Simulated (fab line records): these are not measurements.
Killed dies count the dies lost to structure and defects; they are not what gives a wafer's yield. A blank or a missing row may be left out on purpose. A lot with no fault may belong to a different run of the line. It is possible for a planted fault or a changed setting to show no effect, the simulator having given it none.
fab line records ; flow n5-finfet ; part 1 of 2: steps 1 to 4 of 6
[record] lots = 24; wafers = 72; last-day = 18
route steps=1938 shown BEOL_M11@1538 BEOL_M12@1641
lots with no fault: from the same line, run without faults
start-h: hours from the record's opening day to when the first of the lot's shown wafers began ; wait-h: hours from the lot's prior step to this one ; " identical to the entry in the row above ; L1.1+2: a row that stands for several wafers ; - no value present, or no start provided ; * or withheld: withheld ; < > ~ a bound
route shown NAME@n: names a module that has steps shown in the file, with the first one's number in the route ; usual: average and standard deviation across the fault-free wafers ; same: alike in all rows ; chamber/n: place in a boat ; sites: each site's reading ; _std_site: their standard deviation ; _edge_site: mean of outer sites minus mean of inner sites ; radius-mm: how far each site lies from the wafer's centre ; mask NAME#n: copy n ; behind: the last tool/chamber to shape the wafer ; hold: the reason the lot was held/the length of the hold in hours/how it ended ; device: the n, p or np transistor that did not switch ; end of line: at the end of the route, the tests of the same wafers ; a step without rows: its recipe alone ; killed: the dies lost at the first sort to structure and to defects; this is not the yield of the wafer ; map: dies across one wafer; x = killed, . = not, _ = none there
set.NAME: setting as actually run; set.NAME@STEP: the setting as run at that earlier step ; model.NAME: the simulator's own value behind a step, which no gauge read
a sample of lots followed through the steps of the route, with each step as a table and each wafer as a row
services: the hour from which a tool's chamber was out of use, counted from the record's first day as start-h (under 0 if before that day), plus the number of hours and why
[[steps]]
[step N5_BEOL_M11_THK_MEAS_01]
[recipe] reads = SiCOH_lowk_of_BEOL_M11_ILD_DEP_00
[usual] M11_ILD_THK = 270/3.6
lot.wafer;tool;chamber;start-h;wait-h;M11_ILD_THK[nm]
L074.1;film-metro-02;-;241.84;0.8;268
L074.3;film-metro-02;-;241.84;0.8;267
L074.5;film-metro-02;-;241.84;0.8;271
L075.3;film-metro-02;-;246.23;0.5;272
L075.4;film-metro-02;-;246.23;0.5;275
L075.6;film-metro-02;-;246.23;0.5;273
L076.1;film-metro-02;-;256.75;0.4;271
L076.3;film-metro-02;-;256.75;0.4;269
L076.6;film-metro-02;-;256.75;0.4;275
L077.1;film-metro-02;-;257.44;0.4;276
L077.3;film-metro-02;-;257.44;0.4;267
L077.5;film-metro-02;-;257.44;0.4;276
L078.2;film-metro-01;-;262.88;0.4;264
L078.4;film-metro-01;-;262.88;0.4;271
L078.5;film-metro-01;-;262.88;0.4;271
L079.3;film-metro-02;-;263.15;0.3;264
L079.4;film-metro-02;-;263.15;0.3;268
L079.6;film-metro-02;-;263.15;0.3;267
L080.1;film-metro-01;-;266.78;0.4;270
L080.2;film-metro-01;-;266.78;0.4;270
L080.6;film-metro-01;-;266.78;0.4;275
L081.2;film-metro-01;-;285.53;0.4;265
L081.4;film-metro-01;-;285.53;0.4;273
L081.5;film-metro-01;-;285.53;0.4;265
L082.2;film-metro-02;-;287.67;0.4;265
L082.4;film-metro-02;-;287.67;0.4;269
L082.6;film-metro-02;-;287.67;0.4;278
L084.1;film-metro-01;-;295.56;0.4;273
L084.3;film-metro-01;-;295.56;0.4;268
L084.4;film-metro-01;-;295.56;0.4;275
L083.2;film-metro-01;-;296.91;0.4;265
L083.4;film-metro-01;-;296.91;0.4;275
L083.5;film-metro-01;-;296.91;0.4;274
L085.3;film-metro-01;-;317.20;0.3;264
L085.5;film-metro-01;-;317.20;0.3;268
L085.6;film-metro-01;-;317.20;0.3;274
L087.2;film-metro-01;-;318.96;0.4;267
L087.4;film-metro-01;-;318.96;0.4;272
L087.6;film-metro-01;-;318.96;0.4;272
L088.2;film-metro-02;-;319.59;0.7;267
L088.3;film-metro-02;-;319.59;0.7;267
L088.5;film-metro-02;-;319.59;0.7;272
L086.1;film-metro-01;-;319.76;0.4;265
L086.2;film-metro-01;-;319.76;0.4;269
L086.5;film-metro-01;-;319.76;0.4;273
L089.2;film-metro-02;-;321.61;0.4;262
L089.4;film-metro-02;-;321.61;0.4;271
L089.6;film-metro-02;-;321.61;0.4;268
L091.2;film-metro-01;-;328.33;0.4;271
L091.4;film-metro-01;-;328.33;0.4;278
L091.6;film-metro-01;-;328.33;0.4;275
L090.1;film-metro-01;-;334.35;0.4;271
L090.5;film-metro-01;-;334.35;0.4;275
L090.6;film-metro-01;-;334.35;0.4;273
L092.2;film-metro-02;-;345.36;0.4;264
L092.5;film-metro-02;-;345.36;0.4;270
L092.6;film-metro-02;-;345.36;0.4;267
L093.3;film-metro-01;-;346.96;0.3;266
L093.4;film-metro-01;-;346.96;0.3;272
L093.5;film-metro-01;-;346.96;0.3;268
L094.4;film-metro-01;-;357.98;0.2;276
L094.5;film-metro-01;-;357.98;0.2;270
L094.6;film-metro-01;-;357.98;0.2;273
L095.1;film-metro-02;-;367.29;0.4;271
L095.5;film-metro-02;-;367.29;0.4;269
L095.6;film-metro-02;-;367.29;0.4;273
L097.1;film-metro-02;-;383.46;0.4;262
L097.4;film-metro-02;-;383.46;0.4;269
L097.5;film-metro-02;-;383.46;0.4;270
L096.1;film-metro-01;-;387.49;0.8;268
L096.2;film-metro-01;-;387.49;0.8;266
L096.3;film-metro-01;-;387.49;0.8;263
[step N5_BEOL_M11_OVL_MEAS_12]
[recipe] points-per-wafer = 44
[usual] M11_OVL = 0.2/0.64
lot.wafer;tool;chamber;start-h;wait-h;M11_OVL[nm]
L074.1;overlay-02;0;244.63;0.0;1.2
L074.3;overlay-02;0;244.63;0.0;0.2
L074.5;overlay-02;0;244.63;0.0;0.5
L075.3;overlay-02;0;247.45;0.0;0.5
L075.4;overlay-02;0;247.45;0.0;-0.1
L075.6;overlay-02;0;247.45;0.0;0.7
L076.1;overlay-02;0;258.36;0.0;0.0
L076.3;overlay-02;0;258.36;0.0;0.4
L076.6;overlay-02;0;258.36;0.0;-1.4
L077.1;overlay-01;0;258.79;0.0;-0.3
L077.3;overlay-01;0;258.79;0.0;0.1
L077.5;overlay-01;0;258.79;0.0;0.0
L078.2;overlay-01;0;266.25;0.0;-0.7
L078.4;overlay-01;0;266.25;0.0;-0.2
L078.5;overlay-01;0;266.25;0.0;-0.9
L079.3;overlay-01;0;266.47;0.0;-0.7
L079.4;overlay-01;0;266.47;0.0;0.7
L079.6;overlay-01;0;266.47;0.0;-0.5
L080.1;overlay-02;0;267.30;0.0;0.4
L080.2;overlay-02;0;267.30;0.0;0.6
L080.6;overlay-02;0;267.30;0.0;0.6
L081.2;overlay-01;0;286.51;0.0;-0.6
L081.4;overlay-01;0;286.51;0.0;-0.3
L081.5;overlay-01;0;286.51;0.0;-0.7
L082.2;overlay-01;0;288.80;0.0;0.1
L082.4;overlay-01;0;288.80;0.0;0.4
L082.6;overlay-01;0;288.80;0.0;-0.5
L084.1;overlay-01;0;296.72;0.0;0.7
L084.3;overlay-01;0;296.72;0.0;0.1
L084.4;overlay-01;0;296.72;0.0;-0.2
L083.2;overlay-02;0;297.68;0.0;0.9
L083.4;overlay-02;0;297.68;0.0;0.7
L083.5;overlay-02;0;297.68;0.0;1.0
L085.3;overlay-01;0;317.84;0.0;-0.3
L085.5;overlay-01;0;317.84;0.0;0.7
L085.6;overlay-01;0;317.84;0.0;1.0
L087.2;overlay-01;0;320.61;0.0;0.0
L087.4;overlay-01;0;320.61;0.0;1.0
L087.6;overlay-01;0;320.61;0.0;0.5
L088.2;overlay-01;0;321.04;0.0;0.0
L088.3;overlay-01;0;321.04;0.0;-0.8
L088.5;overlay-01;0;321.04;0.0;0.5
L086.1;overlay-02;0;321.36;0.0;0.4
L086.2;overlay-02;0;321.36;0.0;0.3
L086.5;overlay-02;0;321.36;0.0;0.4
L089.2;overlay-02;0;324.20;0.0;0.3
L089.4;overlay-02;0;324.20;0.0;1.0
L089.6;overlay-02;0;324.20;0.0;-0.2
L091.2;overlay-01;0;331.30;0.0;1.4
L091.4;overlay-01;0;331.30;0.0;1.1
L091.6;overlay-01;0;331.30;0.0;1.3
L090.1;overlay-01;0;336.47;0.0;1.8
L090.5;overlay-01;0;336.47;0.0;2.0
L090.6;overlay-01;0;336.47;0.0;0.6
L092.2;overlay-01;0;346.25;0.0;-0.1
L092.5;overlay-01;0;346.25;0.0;0.8
L092.6;overlay-01;0;346.25;0.0;-0.3
L093.3;overlay-01;0;348.63;0.0;-0.2
L093.4;overlay-01;0;348.63;0.0;0.4
L093.5;overlay-01;0;348.63;0.0;0.1
L094.4;overlay-02;0;359.17;0.0;0.4
L094.5;overlay-02;0;359.17;0.0;1.6
L094.6;overlay-02;0;359.17;0.0;0.0
L095.1;overlay-01;0;368.67;0.0;-0.4
L095.5;overlay-01;0;368.67;0.0;0.4
L095.6;overlay-01;0;368.67;0.0;-0.9
L097.1;overlay-01;0;384.90;0.0;0.7
L097.4;overlay-01;0;384.90;0.0;0.5
L097.5;overlay-01;0;384.90;0.0;-0.2
L096.1;overlay-01;0;390.87;0.0;0.3
L096.2;overlay-01;0;390.87;0.0;0.4
L096.3;overlay-01;0;390.87;0.0;0.8
[step N5_BEOL_M11_STRIP_67]
[recipe] chemistry = CF4; resist = SiARC; power-w = 300; bias-power-w = 75; pressure-mtorr = 50; cf4-flow-sccm = 150; rf-frequency-hz = 6e+07
[usual] bias-power-w = 75.02/0.26; drypump-motor-current-A = 5.7/0.5; oes-product-au = 0.80/0.078; power-w = 299.9/0.9; rf-vpp-V = 270.9/1.3; showerhead-plenum-p-Torr = 1.79/0.045; throttle-valve-pct = 13.63/0.28
lot.wafer;tool;chamber;start-h;wait-h;bias-power-w;drypump-motor-current-A;oes-product-au;power-w;rf-hours-counter-h;rf-vpp-V;showerhead-plenum-p-Torr;throttle-valve-pct
L074.1;rie-diel-02;0;244.92;0.0;74.81;5.9;0.74;299.9;193;271.4;1.78;14.00
L074.3;rie-diel-02;1;244.92;0.0;75.07;5.9;0.81;299.0;87;269.9;1.74;13.28
L074.5;rie-diel-02;1;244.92;0.0;74.64;5.9;0.82;299.2;-;270.9;1.74;13.29
L075.3;rie-diel-02;0;247.73;0.0;74.55;6.0;0.73;300.7;194;269.0;1.78;13.97
L075.4;rie-diel-02;0;247.73;0.0;74.72;6.0;0.73;300.4;-;270.7;1.78;14.00
L075.6;rie-diel-02;2;247.73;0.0;74.91;5.7;0.67;300.2;-;270.9;1.79;13.67
L076.1;rie-diel-02;0;258.65;0.0;74.88;6.0;0.74;300.5;198;270.4;1.78;14.01
L076.3;rie-diel-02;2;258.65;0.0;75.19;5.8;0.66;299.5;249;269.9;1.79;13.69
L076.6;rie-diel-02;2;258.65;0.0;74.70;5.8;0.67;298.6;-;270.1;1.79;13.69
L077.1;rie-diel-04;3;259.08;0.0;75.04;5.3;0.70;299.8;232;272.0;1.84;13.62
L077.3;rie-diel-04;2;259.08;0.0;75.24;6.1;0.68;300.1;245;272.5;1.84;14.01
L077.5;rie-diel-04;0;259.08;0.0;74.50;5.6;0.92;299.1;-;271.6;1.78;13.60
L078.2;rie-diel-04;2;266.53;0.0;74.65;6.1;0.68;299.6;247;271.3;1.84;14.01
L078.4;rie-diel-04;1;266.53;0.0;74.80;6.5;0.76;298.6;133;271.5;1.81;13.44
L078.5;rie-diel-04;1;266.53;0.0;74.85;6.5;0.76;299.9;-;271.4;1.81;13.46
L079.3;rie-diel-02;1;266.76;0.0;74.96;5.9;0.80;299.3;94;271.7;1.74;13.30
L079.4;rie-diel-02;3;266.76;0.0;75.05;5.1;0.75;300.2;-;271.6;1.73;14.06
L079.6;rie-diel-02;1;266.76;0.0;75.00;5.9;0.80;299.6;-;270.8;1.74;13.30
L080.1;rie-diel-02;1;267.59;0.0;75.34;5.9;0.80;299.7;94;269.8;1.74;13.33
L080.2;rie-diel-02;0;267.59;0.0;74.81;6.0;0.73;301.1;200;271.1;1.77;14.01
L080.6;rie-diel-02;1;267.59;0.0;75.33;5.9;0.80;299.5;-;270.8;1.74;13.31
L081.2;rie-diel-04;0;287.30;0.0;75.30;5.6;0.89;301.5;25;270.3;1.77;13.64
L081.4;rie-diel-04;1;287.30;0.0;75.14;6.5;0.76;301.3;-;270.2;1.80;13.48
L081.5;rie-diel-04;1;287.30;0.0;75.21;6.5;0.77;300.8;-;271.2;1.80;13.48
L082.2;rie-diel-06;3;289.26;0.0;75.03;5.3;0.71;300.5;209;270.0;1.72;14.05
L082.4;rie-diel-06;2;289.26;0.0;75.30;4.8;0.88;299.5;35;270.0;1.82;13.26
L082.6;rie-diel-06;0;289.26;0.0;75.46;5.3;0.80;300.2;-;271.1;1.76;13.80
L084.1;rie-diel-04;0;297.13;0.0;75.25;5.6;0.88;299.5;29;270.4;1.77;13.66
L084.3;rie-diel-04;1;297.13;0.0;75.26;6.5;0.76;299.1;-;270.5;1.80;13.48
L084.4;rie-diel-04;0;297.13;0.0;75.07;5.6;0.87;300.4;-;270.7;1.77;13.65
L083.2;rie-diel-06;3;297.98;0.0;75.03;5.3;0.70;299.5;211;267.6;1.72;14.04
L083.4;rie-diel-06;0;297.98;0.0;75.15;5.3;0.80;298.2;98;271.0;1.76;13.81
L083.5;rie-diel-06;3;297.98;0.0;75.22;5.3;0.71;300.4;-;270.1;1.72;14.04
L085.3;rie-diel-04;2;318.17;0.0;75.03;6.1;0.95;299.3;4;272.4;1.84;13.44
L085.5;rie-diel-04;2;318.17;0.0;75.18;6.1;0.95;299.6;-;273.8;1.84;13.44
L085.6;rie-diel-04;3;318.17;0.0;75.12;5.3;0.69;300.3;-;270.7;1.83;13.62
L087.2;rie-diel-06;2;320.90;0.0;75.29;4.8;0.87;300.7;45;273.0;1.82;13.25
L087.4;rie-diel-06;1;320.90;0.0;75.22;5.2;0.89;298.6;29;272.4;1.90;13.34
L087.6;rie-diel-06;1;320.90;0.0;74.97;5.1;0.90;300.0;-;272.9;1.90;13.34
L088.2;rie-diel-02;3;321.33;0.0;75.43;5.1;0.74;297.9;172;268.6;1.73;14.11
L088.3;rie-diel-02;1;321.33;0.0;75.36;5.9;0.78;298.2;113;269.0;1.73;13.34
L088.5;rie-diel-02;0;321.33;0.0;74.60;6.0;0.72;300.1;-;271.7;1.77;14.04
L086.1;rie-diel-04;3;321.80;0.0;75.27;5.3;0.70;300.4;245;272.5;1.83;13.63
L086.2;rie-diel-04;2;321.80;0.0;75.36;6.1;0.95;299.8;5;273.2;1.84;13.44
L086.5;rie-diel-04;3;321.80;0.0;75.01;5.3;0.69;300.4;-;272.8;1.83;13.64
L089.2;rie-diel-04;1;324.66;0.0;75.24;6.5;0.74;299.8;154;271.2;1.80;13.50
L089.4;rie-diel-04;3;324.66;0.0;75.27;5.3;0.69;299.9;246;273.8;1.83;13.62
L089.6;rie-diel-04;0;324.66;0.0;74.89;5.6;0.87;300.7;-;271.2;1.77;13.69
L091.2;rie-diel-06;0;331.59;0.0;75.28;5.3;0.79;299.9;110;269.3;1.75;13.83
L091.4;rie-diel-06;2;331.59;0.0;74.91;4.8;0.85;297.8;-;272.0;1.82;13.26
L091.6;rie-diel-06;0;331.59;0.0;75.10;5.3;0.79;301.0;-;270.2;1.75;13.83
L090.1;rie-diel-02;0;337.33;0.0;75.42;6.0;0.71;298.7;225;269.7;1.77;14.04
L090.5;rie-diel-02;1;337.33;0.0;74.94;5.9;0.78;299.1;-;269.5;1.73;13.36
L090.6;rie-diel-02;0;337.33;0.0;74.77;6.0;0.71;301.2;-;270.3;1.77;14.04
L092.2;rie-diel-04;1;346.67;0.0;75.08;6.5;0.74;298.5;162;270.8;1.80;13.52
L092.5;rie-diel-04;1;346.67;0.0;75.11;6.5;0.74;300.2;-;270.7;1.80;13.52
L092.6;rie-diel-04;0;346.67;0.0;74.38;5.5;0.86;299.2;-;270.0;1.77;13.69
L093.3;rie-diel-04;2;349.13;0.0;74.67;6.1;0.90;300.3;16;271.9;1.83;13.48
L093.4;rie-diel-04;0;349.13;0.0;75.03;5.6;0.86;300.9;-;269.3;1.77;13.72
L093.5;rie-diel-04;2;349.13;0.0;74.84;6.1;0.91;300.7;-;272.3;1.83;13.47
L094.4;rie-diel-04;1;359.60;0.0;75.29;6.5;0.74;299.1;-;272.2;1.80;13.52
L094.5;rie-diel-04;0;359.60;0.0;75.13;5.6;0.85;301.0;-;269.5;1.77;13.72
L094.6;rie-diel-04;2;359.60;0.0;74.95;6.1;0.91;301.0;-;270.5;1.83;13.46
L095.1;rie-diel-06;0;368.96;0.0;74.74;5.3;0.78;301.7;120;269.2;1.75;13.86
L095.5;rie-diel-06;1;368.96;0.0;75.62;5.1;0.87;299.9;-;273.6;1.89;13.40
L095.6;rie-diel-06;2;368.96;0.0;75.07;4.8;0.84;299.7;-;272.5;1.81;13.28
L097.1;rie-diel-02;3;385.26;0.0;75.15;5.0;0.72;301.0;190;270.0;1.72;14.14
L097.4;rie-diel-02;1;385.26;0.0;75.11;5.9;0.77;299.5;133;268.3;1.73;13.40
L097.5;rie-diel-02;1;385.26;0.0;74.87;5.9;0.76;299.7;-;268.6;1.73;13.38
L096.1;rie-diel-06;2;391.20;0.0;75.27;4.8;0.82;299.3;72;271.6;1.81;13.31
L096.2;rie-diel-06;3;391.20;0.0;75.36;5.3;0.69;301.2;237;269.5;1.71;14.11
L096.3;rie-diel-06;0;391.20;0.0;74.92;5.4;0.77;299.2;126;270.6;1.75;13.87
[step N5_BEOL_M11_DESCUM_33]
[recipe] chemistry = O2; time-s = 7.9; source-power-w = 50; bias-power-w = 20; pressure-mtorr = 20; rf-frequency-hz = 2.712e+07; temp-c = 40; resist = CAR-ArF; o2-flow-sccm = 225
[usual] bias-power-w = 20.00/0.063; drypump-motor-current-A = 5.6/0.5; oes-product-au = 0.80/0.085; rf-vpp-V = 242.9/1.2; showerhead-plenum-p-Torr = 2.08/0.067; throttle-valve-pct = 20.45/0.29
lot.wafer;tool;chamber;start-h;wait-h;bias-power-w;drypump-motor-current-A;oes-product-au;rf-hours-counter-h;rf-vpp-V;showerhead-plenum-p-Torr;throttle-valve-pct
L074.1;rie-diel-02;0;245.82;0.0;19.95;6.0;0.74;193;243.5;2.05;20.69
L074.3;rie-diel-02;2;245.82;0.0;20.04;5.8;0.65;246;243.9;2.03;20.02
L074.5;rie-diel-02;0;245.82;0.0;19.94;6.0;0.74;-;242.3;2.06;20.70
L075.3;rie-diel-04;1;249.90;0.0;19.97;6.5;0.77;127;242.7;2.12;20.26
L075.4;rie-diel-04;0;249.90;0.0;20.08;5.5;0.94;12;243.3;2.07;20.66
L075.6;rie-diel-04;2;249.90;0.0;19.97;6.1;0.69;-;243.2;2.15;20.93
L076.1;rie-diel-06;0;259.40;0.0;20.03;5.3;0.82;86;243.1;2.04;20.78
L076.3;rie-diel-06;2;259.40;0.0;19.97;4.8;0.89;25;245.3;2.13;20.12
L076.6;rie-diel-06;2;259.40;0.0;20.02;4.8;0.88;-;242.0;2.13;20.11
L077.1;rie-diel-02;2;260.33;0.0;20.03;5.7;0.65;249;241.6;2.03;20.03
L077.3;rie-diel-02;0;260.33;0.0;20.13;6.0;0.74;198;241.3;2.05;20.68
L077.5;rie-diel-02;0;260.33;0.0;20.08;6.0;0.74;-;243.7;2.05;20.73
L079.3;rie-diel-04;0;271.67;0.0;19.94;5.6;0.91;17;243.9;2.07;20.68
L079.4;rie-diel-04;1;271.67;0.0;19.99;6.5;0.75;135;243.0;2.12;20.28
L079.6;rie-diel-04;3;271.67;0.0;19.96;5.3;0.69;-;244.9;2.15;20.33
L078.2;rie-diel-02;3;271.97;0.3;19.98;5.1;0.76;155;241.5;1.99;20.84
L078.4;rie-diel-02;0;271.97;0.3;19.91;6.0;0.74;-;242.7;2.05;20.69
L078.5;rie-diel-02;1;271.97;0.3;20.08;5.9;0.82;-;241.9;2.03;20.23
L080.1;rie-diel-06;1;272.01;0.3;20.01;5.1;0.97;12;245.3;2.23;20.18
L080.2;rie-diel-06;3;272.01;0.3;19.90;5.3;0.70;202;240.9;1.97;20.62
L080.6;rie-diel-06;1;272.01;0.3;19.97;5.1;0.95;-;246.1;2.23;20.19
L081.2;rie-diel-02;2;288.30;0.0;20.05;5.7;0.95;3;242.3;2.03;19.82
L081.4;rie-diel-02;1;288.30;0.0;20.00;5.9;0.80;103;242.7;2.03;20.26
L081.5;rie-diel-02;3;288.30;0.0;19.90;5.1;0.74;-;242.1;1.99;20.82
L082.2;rie-diel-02;2;292.71;0.4;20.05;5.7;0.97;4;242.7;2.03;19.82
L082.4;rie-diel-02;3;292.71;0.4;19.93;5.1;0.75;163;243.2;1.99;20.84
L082.6;rie-diel-02;1;292.71;0.4;19.92;5.9;0.81;-;241.1;2.03;20.26
L083.2;rie-diel-06;1;300.99;0.1;20.06;5.1;0.92;22;245.7;2.23;20.20
L083.4;rie-diel-06;2;300.99;0.1;19.99;4.8;0.86;38;244.3;2.13;20.13
L083.5;rie-diel-06;1;300.99;0.1;19.98;5.2;0.93;-;245.9;2.23;20.22
L084.1;rie-diel-04;1;301.09;0.0;19.90;6.5;0.74;148;243.6;2.11;20.29
L084.3;rie-diel-04;3;301.09;0.0;20.12;5.3;0.69;239;244.5;2.15;20.34
L084.4;rie-diel-04;3;301.09;0.0;19.99;5.3;0.68;-;243.6;2.15;20.36
L085.3;rie-diel-02;3;319.16;0.0;19.96;5.1;0.74;172;241.3;1.98;20.86
L085.5;rie-diel-02;1;319.16;0.0;20.03;5.9;0.80;-;241.8;2.02;20.26
L085.6;rie-diel-02;0;319.16;0.0;20.05;6.0;0.72;-;241.7;2.05;20.73
L087.2;rie-diel-02;1;324.27;0.1;19.92;5.9;0.80;115;242.7;2.02;20.27
L087.4;rie-diel-02;2;324.27;0.1;20.02;5.8;0.93;14;242.0;2.03;19.85
L087.6;rie-diel-02;3;324.27;0.1;20.11;5.0;0.75;-;241.9;1.98;20.83
L088.2;rie-diel-04;1;324.68;0.3;19.93;6.5;0.74;154;242.5;2.11;20.28
L088.3;rie-diel-04;0;324.68;0.3;20.01;5.6;0.88;37;242.2;2.06;20.70
L088.5;rie-diel-04;1;324.68;0.3;20.01;6.5;0.75;-;242.3;2.11;20.31
L086.1;rie-diel-02;2;324.73;0.2;19.89;5.7;0.93;14;242.9;2.03;19.83
L086.2;rie-diel-02;0;324.73;0.2;20.00;6.0;0.72;222;242.6;2.05;20.73
L086.5;rie-diel-02;1;324.73;0.2;19.89;5.9;0.80;-;242.0;2.02;20.27
L089.2;rie-diel-04;2;325.65;0.0;20.01;6.1;0.94;6;244.1;2.15;20.42
L089.4;rie-diel-04;0;325.65;0.0;19.97;5.6;0.88;37;241.9;2.06;20.70
L089.6;rie-diel-04;2;325.65;0.0;20.07;6.1;0.94;-;244.0;2.15;20.43
L091.2;rie-diel-04;2;335.39;0.4;20.03;6.1;0.94;9;243.1;2.15;20.42
L091.4;rie-diel-04;1;335.39;0.4;19.93;6.5;0.76;157;242.9;2.11;20.30
L091.6;rie-diel-04;2;335.39;0.4;20.06;6.1;0.93;-;242.1;2.15;20.43
L090.1;rie-diel-02;1;338.99;0.0;19.98;5.9;0.81;119;241.7;2.02;20.27
L090.5;rie-diel-02;0;338.99;0.0;20.19;6.0;0.73;-;242.8;2.04;20.75
L090.6;rie-diel-02;1;338.99;0.0;20.00;5.9;0.80;-;242.8;2.02;20.28
L092.2;rie-diel-06;1;348.05;0.5;19.94;5.1;0.90;38;245.0;2.22;20.21
L092.5;rie-diel-06;1;348.05;0.5;19.95;5.1;0.89;-;244.6;2.22;20.24
L092.6;rie-diel-06;0;348.05;0.5;19.96;5.3;0.78;-;240.7;2.03;20.83
L093.3;rie-diel-06;0;353.46;0.0;19.93;5.3;0.79;117;241.4;2.03;20.83
L093.4;rie-diel-06;0;353.46;0.0;19.95;5.3;0.78;-;241.6;2.03;20.82
L093.5;rie-diel-06;2;353.46;0.0;20.13;4.8;0.84;-;244.3;2.12;20.16
L094.4;rie-diel-04;1;360.86;0.0;19.99;6.5;0.73;-;244.4;2.10;20.32
L094.5;rie-diel-04;2;360.86;0.0;19.91;6.1;0.91;-;243.0;2.14;20.44
L094.6;rie-diel-04;0;360.86;0.0;20.00;5.6;0.85;-;243.5;2.06;20.73
L095.1;rie-diel-06;1;370.99;0.0;20.04;5.1;0.89;47;243.5;2.22;20.24
L095.5;rie-diel-06;1;370.99;0.0;19.96;5.1;0.88;-;245.2;2.22;20.25
L095.6;rie-diel-06;2;370.99;0.0;19.99;4.8;0.83;-;241.5;2.12;20.19
L097.1;rie-diel-04;2;389.39;0.0;19.96;6.1;0.88;30;244.2;2.14;20.44
L097.4;rie-diel-04;1;389.39;0.0;20.00;6.5;0.73;177;242.8;2.10;20.32
L097.5;rie-diel-04;2;389.39;0.0;19.95;6.1;0.88;-;242.8;2.14;20.45
L096.1;rie-diel-04;0;392.53;0.0;20.09;5.6;0.85;60;241.8;2.06;20.72
L096.2;rie-diel-04;2;392.53;0.0;19.97;6.2;0.88;31;243.8;2.14;20.46
L096.3;rie-diel-04;3;392.53;0.0;20.05;5.3;0.94;9;244.6;2.15;20.03
